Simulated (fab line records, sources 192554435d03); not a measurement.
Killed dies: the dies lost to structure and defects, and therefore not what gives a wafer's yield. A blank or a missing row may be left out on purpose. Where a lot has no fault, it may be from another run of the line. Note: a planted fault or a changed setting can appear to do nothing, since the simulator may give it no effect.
Chamber matching || flow n5_finfet || rie_diel-02 running N5_MOL_CONTACT_COAG_DESCUM_88: 4 sister chambers
The step chemistry O2, time 7 s. 18 wafers are shown with their chamber, then 9 later ones without.

## WAFERS PAIRED WITH THEIR CHAMBERS
{"wafer": "L081.2", "chamber": 2, "throttle_valve_pct (%)": 20.76, "drypump_motor_current_A (A)": 5.1, "showerhead_plenum_p_Torr (Torr)": 2.00}
{"wafer": "L081.4", "chamber": 1, "throttle_valve_pct (%)": 20.12, "drypump_motor_current_A (A)": 5.4, "showerhead_plenum_p_Torr (Torr)": 2.05}
{"wafer": "L081.6", "chamber": 0, "throttle_valve_pct (%)": 20.78, "drypump_motor_current_A (A)": 5.6, "showerhead_plenum_p_Torr (Torr)": 2.10}
{"wafer": "L085.1", "chamber": 0, "throttle_valve_pct (%)": 20.79, "drypump_motor_current_A (A)": 5.6, "showerhead_plenum_p_Torr (Torr)": 2.10}
{"wafer": "L085.2", "chamber": 3, "throttle_valve_pct (%)": 20.47, "drypump_motor_current_A (A)": 4.9, "showerhead_plenum_p_Torr (Torr)": 2.10}
{"wafer": "L085.4", "chamber": 2, "throttle_valve_pct (%)": 20.77, "drypump_motor_current_A (A)": 5.0, "showerhead_plenum_p_Torr (Torr)": 2.00}
{"wafer": "L086.1", "chamber": 3, "throttle_valve_pct (%)": 20.49, "drypump_motor_current_A (A)": 4.9, "showerhead_plenum_p_Torr (Torr)": 2.10}
{"wafer": "L086.3", "chamber": 2, "throttle_valve_pct (%)": 20.78, "drypump_motor_current_A (A)": 5.0, "showerhead_plenum_p_Torr (Torr)": 2.00}
{"wafer": "L086.4", "chamber": 0, "throttle_valve_pct (%)": 20.80, "drypump_motor_current_A (A)": 5.6, "showerhead_plenum_p_Torr (Torr)": 2.09}
{"wafer": "L087.3", "chamber": 2, "throttle_valve_pct (%)": 20.78, "drypump_motor_current_A (A)": 5.0, "showerhead_plenum_p_Torr (Torr)": 2.00}
{"wafer": "L087.5", "chamber": 2, "throttle_valve_pct (%)": 20.79, "drypump_motor_current_A (A)": 5.0, "showerhead_plenum_p_Torr (Torr)": 2.00}
{"wafer": "L087.6", "chamber": 1, "throttle_valve_pct (%)": 20.15, "drypump_motor_current_A (A)": 5.3, "showerhead_plenum_p_Torr (Torr)": 2.04}
{"wafer": "L090.1", "chamber": 1, "throttle_valve_pct (%)": 20.18, "drypump_motor_current_A (A)": 5.4, "showerhead_plenum_p_Torr (Torr)": 2.04}
{"wafer": "L090.2", "chamber": 2, "throttle_valve_pct (%)": 20.79, "drypump_motor_current_A (A)": 5.0, "showerhead_plenum_p_Torr (Torr)": 1.99}
{"wafer": "L090.5", "chamber": 1, "throttle_valve_pct (%)": 20.18, "drypump_motor_current_A (A)": 5.4, "showerhead_plenum_p_Torr (Torr)": 2.04}
{"wafer": "L091.3", "chamber": 3, "throttle_valve_pct (%)": 20.51, "drypump_motor_current_A (A)": 4.9, "showerhead_plenum_p_Torr (Torr)": 2.10}
{"wafer": "L091.4", "chamber": 2, "throttle_valve_pct (%)": 20.79, "drypump_motor_current_A (A)": 5.0, "showerhead_plenum_p_Torr (Torr)": 1.99}
{"wafer": "L091.6", "chamber": 3, "throttle_valve_pct (%)": 20.53, "drypump_motor_current_A (A)": 4.9, "showerhead_plenum_p_Torr (Torr)": 2.10}

SIGNATURES (averages over the wafers above)
{"reading": "throttle_valve_pct", "chamber 0": 20.7900, "chamber 1": 20.1575, "chamber 2": 20.7800, "chamber 3": 20.5000, "scatter within a chamber": 0.0198}
{"reading": "drypump_motor_current_A", "chamber 0": 5.600, "chamber 1": 5.375, "chamber 2": 5.014, "chamber 3": 4.900, "scatter within a chamber": 0.0339}
{"reading": "showerhead_plenum_p_Torr", "chamber 0": 2.0967, "chamber 1": 2.0425, "chamber 2": 1.9971, "chamber 3": 2.1000, "scatter within a chamber": 0.00451}
Rule: distance of a wafer from a chamber = root of the sum over the readings of ((wafer's reading minus chamber's mean) / reading's scatter) squared. If the next closest chamber is less than 2 further off than the closest, the wafer can't be placed; otherwise it belongs to the closest. The scatter: the root of (the sum of the squares of (reading less its chamber's mean) over the shown wafers, divided by (wafers less chambers)).

## WAFERS WITH NO CHAMBER GIVEN
{"wafer": "L092.1", "throttle_valve_pct (%)": 20.82, "drypump_motor_current_A (A)": 5.6, "showerhead_plenum_p_Torr (Torr)": 2.09}
{"wafer": "L092.3", "throttle_valve_pct (%)": 20.81, "drypump_motor_current_A (A)": 5.0, "showerhead_plenum_p_Torr (Torr)": 1.99}
{"wafer": "L092.6", "throttle_valve_pct (%)": 20.52, "drypump_motor_current_A (A)": 4.9, "showerhead_plenum_p_Torr (Torr)": 2.10}
{"wafer": "L094.1", "throttle_valve_pct (%)": 20.16, "drypump_motor_current_A (A)": 5.3, "showerhead_plenum_p_Torr (Torr)": 2.04}
{"wafer": "L094.2", "throttle_valve_pct (%)": 20.80, "drypump_motor_current_A (A)": 5.0, "showerhead_plenum_p_Torr (Torr)": 1.99}
{"wafer": "L094.3", "throttle_valve_pct (%)": 20.81, "drypump_motor_current_A (A)": 5.6, "showerhead_plenum_p_Torr (Torr)": 2.09}
{"wafer": "L096.1", "throttle_valve_pct (%)": 20.83, "drypump_motor_current_A (A)": 5.0, "showerhead_plenum_p_Torr (Torr)": 1.99}
{"wafer": "L096.3", "throttle_valve_pct (%)": 20.18, "drypump_motor_current_A (A)": 5.3, "showerhead_plenum_p_Torr (Torr)": 2.04}
{"wafer": "L096.5", "throttle_valve_pct (%)": 20.82, "drypump_motor_current_A (A)": 5.6, "showerhead_plenum_p_Torr (Torr)": 2.09}

## WHICH CHAMBER EACH ONE RAN IN
{"wafer": "L092.1", "from the rows above": 0, "in truth": 0}
{"wafer": "L092.3", "from the rows above": 2, "in truth": 2}
{"wafer": "L092.6", "from the rows above": 3, "in truth": 3}
{"wafer": "L094.1", "from the rows above": 1, "in truth": 1}
{"wafer": "L094.2", "from the rows above": 2, "in truth": 2}
{"wafer": "L094.3", "from the rows above": 0, "in truth": 0}
{"wafer": "L096.1", "from the rows above": 2, "in truth": 2}
{"wafer": "L096.3", "from the rows above": 1, "in truth": 1}
{"wafer": "L096.5", "from the rows above": 0, "in truth": 0}
Correctly placed: 9 of 9. Left unplaced by these rows: 0. Number placed wrongly: 0.
